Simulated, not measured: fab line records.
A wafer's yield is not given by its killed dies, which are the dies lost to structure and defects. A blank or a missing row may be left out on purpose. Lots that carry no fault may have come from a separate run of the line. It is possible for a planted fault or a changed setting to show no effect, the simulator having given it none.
A struck lot beside a sound one    flow nand-harc    19 steps out of a route of 1302
Sound: these wafers, L826.2, L826.3, L826.6. Struck: wafer L827.5 (left out: L827.1, L827.4 of the same lot, which were not struck); the cause appears at the end.
Order at every step that has rows: each side's tool, ch and its chambers, its first start. Under that, the readings that differ: sound wafers    struck wafers    difference of the means    sigmas: that difference in standard deviations of wafers without a fault.
alike: readings with means less than 2 such deviations apart, plus words and numbers identical on both sides. not compared: withheld readings, readings lacking a value on some wafer, bounds such as >300 that could conceal the same value, and numbers that have no deviation in the record and whose values overlap.
A row with sigmas, a row that says differs or no value, or rows on one side alone: a step with any of these is where the two part. When numbers do not overlap yet have no deviation, they are printed without sigmas and do not part them. Lack of a reading on every wafer of one side parts them only where that side has two or more wafers.

NHARC_A_M0_INSPECT_27:
  sound on defect-inspect-01 at day 25 02:46; struck on defect-inspect-01 at day 26 04:58
reading           sound        struck  difference  sigmas
raw-defect-count  532 794 456  935     +341        +2
NHARC_A_M0_PRE_CLEAN_31: time 12 s.
  sound on pecvd-02 ch 0,1,2, day 25 02:50; struck on pecvd-04 ch 2, day 26 05:02
  alike: heater-power-w
NHARC_A_M0_DEP_32: deposits SiCN, target thk 30 nm.
  sound on pecvd-02 ch 0,1,2, day 25 02:55; struck on pecvd-04 ch 2, day 26 05:07
  alike: chamber-pressure-Torr, heater-power-w
then, 9 steps without rows for these wafers: NHARC_A_M1_DEP_00 (deposits SiOC, target thk 182.5 nm); NHARC_A_M1_DEHYDRATE_01 (time 120 s); NHARC_A_M1_HMDS_02 (time 30 s); NHARC_A_M1_COAT_34 (time 65 s); NHARC_A_M1_COAT_03 (resist thk 90 nm); NHARC_A_M1_SOFTBAKE_04 (time 55 s); NHARC_A_M1_EBR_05; NHARC_A_M1_EXPOSE_06 (exposes mask A M1, target cd 120 nm); NHARC_A_M1_PEB_07 (peb time 65 s).
NHARC_A_M1_DEVELOP_08: develop time 35 s.
  sound on litho-track-06 ch 0, day 25 03:00; struck on litho-track-06 ch 0, day 26 06:00
NHARC_A_M1_CD_MEAS_09 targets a cd of 120 nm.
  sound on cd-sem-03 ch 0, day 25 04:03; struck on cd-sem-03 ch 0, day 26 06:22
reading     sound              struck  difference  sigmas
cd-nm (nm)  120.4 118.9 120.2  121.6   +1.8        +2
NHARC_A_M1_OVL_MEAS_10: pitch 240 nm.
  sound on overlay-02 at day 25 04:08; struck on overlay-02 at day 26 06:27
  alike: overlay-x-nm, overlay-y-nm
NHARC_A_M1_INSPECT_11:
  sound on defect-inspect-01 at day 25 04:10; struck on defect-inspect-01 at day 26 06:29
  alike: raw-defect-count
NHARC_A_M1_DESCUM_14: chemistry O2, time 3 s.
  sound on rie-diel-05 ch 1,2,3, day 25 04:15; struck on rie-diel-03 ch 2, day 26 06:34
reading                sound          struck  difference  sigmas
model.A_M1.cd-nm (nm)  120 118 120.1  121.4   +2.0        
  alike: drypump-motor-current-A, o2-flow-sccm, oes-product-au, rf-vpp-V, showerhead-plenum-p-Torr, throttle-valve-pct
  not compared: rf-hours-counter-h
NHARC_A_M1_ETCH_35: etches the open film in N2/H2, target depth 40 nm, overetch 12 nm, time 43.94 s.
  sound on rie-diel-05 ch 0,3, day 25 04:19; struck on rie-diel-03 ch 0, day 26 06:38
reading                          sound              struck  difference  sigmas
drypump-motor-current-A (A)      5.97 5.77 5.95     5.21    -0.69       -3
rf-vpp-V (V)                     427.9 428.1 428.3  433.2   +5.1        +2
showerhead-plenum-p-Torr (Torr)  1.91 2.01 1.91     2.15    +0.21       +3
  alike: oes-product-au, throttle-valve-pct
  not compared: rf-hours-counter-h
NHARC_END_SORT_01:
  sound on prober-01 ch 0, day 26 20:14; struck on prober-02 ch 0, day 28 00:47
reading          sound     struck  difference  sigmas
killed-at-array  50 41 42  85      +41         +2
killed-at-other  6 3 4     1       -3          -3
killed-open      1 0 2     8       +7          +4
  alike: defect-limited-yield, killed-at-periphery, killed-dies, killed-short

## WHERE THEY PART
Last at NHARC_END_SORT_01 as far as this record goes, first at NHARC_A_M0_INSPECT_27.

WHY: whatever the simulator had introduced
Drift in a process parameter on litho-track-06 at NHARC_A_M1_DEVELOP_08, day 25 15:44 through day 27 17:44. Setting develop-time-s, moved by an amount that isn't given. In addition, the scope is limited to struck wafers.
